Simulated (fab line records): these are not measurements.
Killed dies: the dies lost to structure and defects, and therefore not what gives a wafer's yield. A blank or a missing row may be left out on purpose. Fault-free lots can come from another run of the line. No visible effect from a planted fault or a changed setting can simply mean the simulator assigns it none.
Matching of chambers || flow nand harc || 4 sister chambers for NHARC_P_CONTACT_CMP_01 on cmp-02
The step polishes SiO2, target thk 200 nm. 4 wafers are shown with their chamber, then 7 later ones without.

WAFERS WITH THEIR CHAMBER
{"wafer": "L077.2", "chamber": 3, "motor current A (A)": 13.9}
{"wafer": "L078.2", "chamber": 2, "motor current A (A)": 13.4}
{"wafer": "L092.1", "chamber": 0, "motor current A (A)": 10.5}
{"wafer": "L092.3", "chamber": 1, "motor current A (A)": 10.0}

WAFERS WITHOUT THEIR CHAMBER
{"wafer": "L092.6", "motor current A (A)": 10.2}
{"wafer": "L093.1", "motor current A (A)": 10.2}
{"wafer": "L093.2", "motor current A (A)": 13.2}
{"wafer": "L093.6", "motor current A (A)": 13.8}
{"wafer": "L093.3", "motor current A (A)": 10.8}
{"wafer": "L093.4", "motor current A (A)": 13.3}
{"wafer": "L093.5", "motor current A (A)": 14.2}

EACH ONE'S CHAMBER
{"wafer": "L092.6", "from the rows above": "can't be placed: 1 or 0", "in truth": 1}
{"wafer": "L093.1", "from the rows above": "can't be placed: 1 or 0", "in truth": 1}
{"wafer": "L093.2", "from the rows above": 2, "in truth": 2}
{"wafer": "L093.6", "from the rows above": "can't be placed: 3 or 2", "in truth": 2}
{"wafer": "L093.3", "from the rows above": 0, "in truth": 0}
{"wafer": "L093.4", "from the rows above": 2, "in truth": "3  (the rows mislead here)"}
{"wafer": "L093.5", "from the rows above": 3, "in truth": 3}
Correctly placed: 3 of 7. Can't be placed from these rows: 3 (the true chamber is among the candidates in 3). Wrongly placed: 1.
How it was worked out, from the rows above alone: a wafer's distance from a chamber is the root of the sum, over the readings, of the square of ((its reading less the chamber's mean) divided by the reading's scatter). The wafer belongs to the nearest chamber; if the next one is less than 2 further off, it can't be placed. A chamber's mean is the mean of its shown wafers. The scatter: with one shown wafer a chamber, the root of the mean of the squares of how far each hidden wafer lies from its nearest shown one.
